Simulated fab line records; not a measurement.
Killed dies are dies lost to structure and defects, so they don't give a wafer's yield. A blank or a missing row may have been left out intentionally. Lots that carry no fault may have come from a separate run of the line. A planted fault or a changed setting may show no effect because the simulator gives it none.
The tool behind it: which one? -- flow nandHarc -- 12 lots with 36 wafers sampled at 6 steps, on a route of 1159 steps

WHAT THE GAUGES READ, wafer by wafer
NHARC_A_WL_FILL_INSPECT_15.
lot,measured,on,rawDefectCount
L075,day 16 06:45,defectInspect-02,325 290 238
L079,day 16 20:48,defectInspect-02,393 250 315
L078,day 17 07:08,defectInspect-02,317 425 379
L082,day 17 17:16,defectInspect-02,262 469 252
L083,day 18 13:21,defectInspect-01,308 388 536
L087,day 18 20:56,defectInspect-01,532 541 421
L085,day 19 12:07,defectInspect-01,311 443 438
L089,day 19 16:19,defectInspect-02,459 407 362
L090,day 20 01:32,defectInspect-02,280 266 345
L094,day 21 07:32,defectInspect-02,430 551 408
L093,day 21 11:49,defectInspect-01,276 334 536
L097,day 21 20:41,defectInspect-01,520 502 514

EACH LOT AND THE TOOL THAT RAN IT (in order: tool; ch and the chambers of the sampled wafers; start)
lot,NHARC_A_STAIRCASE_HM_OPEN_463,NHARC_A_SGD_CUT_CMP_21,NHARC_A_SLIT_DEP_23,NHARC_A_WL_FILL_ALD_00,NHARC_A_WL_FILL_RTA_01
L075,"rieDiel-06 ch 1,2,3, day 14 12:58 or earlier","cmp-01 ch 1,2,3, day 14 12:58","pecvd-01 ch 1,2, day 14 16:33","aldHk-01 ch 1,2,3, day 15 04:41","rtpAnneal-01 ch 0, day 15 04:58"
L079,"rieDiel-07 ch 0,1,3, day 14 22:43 or earlier","cmp-03 ch 0,2,3, day 14 22:43","pecvd-01 ch 0,1,2, day 15 02:20","aldHk-03 ch 0,2, day 15 13:53","rtpAnneal-01 ch 0, day 15 14:08"
L078,"rieDiel-06 ch 0,1, day 15 04:37 or earlier","cmp-04 ch 0,1,3, day 15 04:37","pecvd-01 ch 0,1,2, day 15 10:25","aldHk-03 ch 0,2,3, day 16 00:46","rtpAnneal-02 ch 0, day 16 00:57"
L082,"rieDiel-13 ch 0,1,2, day 15 16:27 or earlier","cmp-04 ch 0,3, day 15 16:27","pecvd-02 ch 0,1,2, day 15 22:37","aldHk-01 ch 0,1,2, day 16 10:46","rtpAnneal-02 ch 0, day 16 11:04"
L083,"rieDiel-13 ch 2,3, day 16 12:30 or earlier","cmp-04 ch 0,3, day 16 12:30","pecvd-03 ch 1,2, day 16 15:52","aldHk-03 ch 1,2, day 17 08:31","rtpAnneal-01 ch 0, day 17 08:49"
L087,"rieDiel-07 ch 1,2,3, day 16 21:54 or earlier","cmp-03 ch 0,3, day 16 21:54","pecvd-01 ch 0,1,2, day 17 02:38","aldHk-01 ch 0,1, day 17 14:37","rtpAnneal-01 ch 0, day 17 14:50"
L085,"rieDiel-06 ch 1,3, day 17 05:10 or earlier","cmp-03 ch 1,2, day 17 05:10","pecvd-02 ch 0,1,2, day 17 11:27","aldHk-04 ch 0,2,3, day 18 05:51","rtpAnneal-01 ch 0, day 18 06:05"
L089,"rieDiel-06 ch 1,2, day 17 18:28 or earlier","cmp-01 ch 1,2,3, day 17 18:28","pecvd-01 ch 0,1,2, day 17 22:38","aldHk-03 ch 0,1,2, day 18 09:45","rtpAnneal-02 ch 0, day 18 09:59"
L090,"rieDiel-13 ch 0,1,3, day 18 07:33 or earlier","cmp-01 ch 0,2,3, day 18 07:33","pecvd-02 ch 0,1,2, day 18 10:59","aldHk-01 ch 1,2,3, day 18 23:23","rtpAnneal-02 ch 0, day 18 23:44"
L094,"rieDiel-07 ch 2,3, day 19 06:46 or earlier","cmp-04 ch 0,1,3, day 19 06:46","pecvd-02 ch 1,2, day 19 09:52","aldHk-03 ch 0,1,3, day 19 22:55","rtpAnneal-01 ch 0, day 19 23:08"
L093,"rieDiel-13 ch 0,2,3, day 19 06:43 or earlier","cmp-01 ch 1,2,3, day 19 06:43","pecvd-03 ch 0,1, day 19 09:58","aldHk-01 ch 1,2, day 19 22:51","rtpAnneal-02 ch 0, day 19 23:07"
L097,"rieDiel-07 ch 1,2,3, day 19 18:23 or earlier","cmp-04 ch 0,2, day 19 18:23","pecvd-01 ch 0,1, day 19 23:09","aldHk-04 ch 0,1,3, day 20 14:31","rtpAnneal-01 ch 0, day 20 14:48"
- NHARC_A_STAIRCASE_HM_OPEN_463: chemistry O2/COS.
- NHARC_A_SGD_CUT_CMP_21: polishes, target thk 148.19 nm.
- NHARC_A_SLIT_DEP_23: deposits SiON, target thk 100 nm.
- NHARC_A_WL_FILL_ALD_00: deposits Al2O3, target thk 3 nm, pulse time 3 s, ald cycles 30.
- NHARC_A_WL_FILL_RTA_01: time 5 s.

THE ANSWER, worked out from the rows above alone
Rule: the usual values come from the lots themselves. Put in order of their means at a reading, lots are off if they are a third of the lots or fewer, leave a main group of 4 or more, and stand apart from it by a gap of 3 or more times the standard deviation of the main group's means; of several such gaps the widest counts. A main group is skipped when, at the precision printed for the reading in the tables above, its means are all equal. A lot without any number at a reading at which 4 lots or more have one is off too. Where the step has rows for the other lots, those lots are counted as sound.
No lot is off at any reading shown: from this, nothing can be told.

WHAT WAS PUT IN BY THE SIMULATOR
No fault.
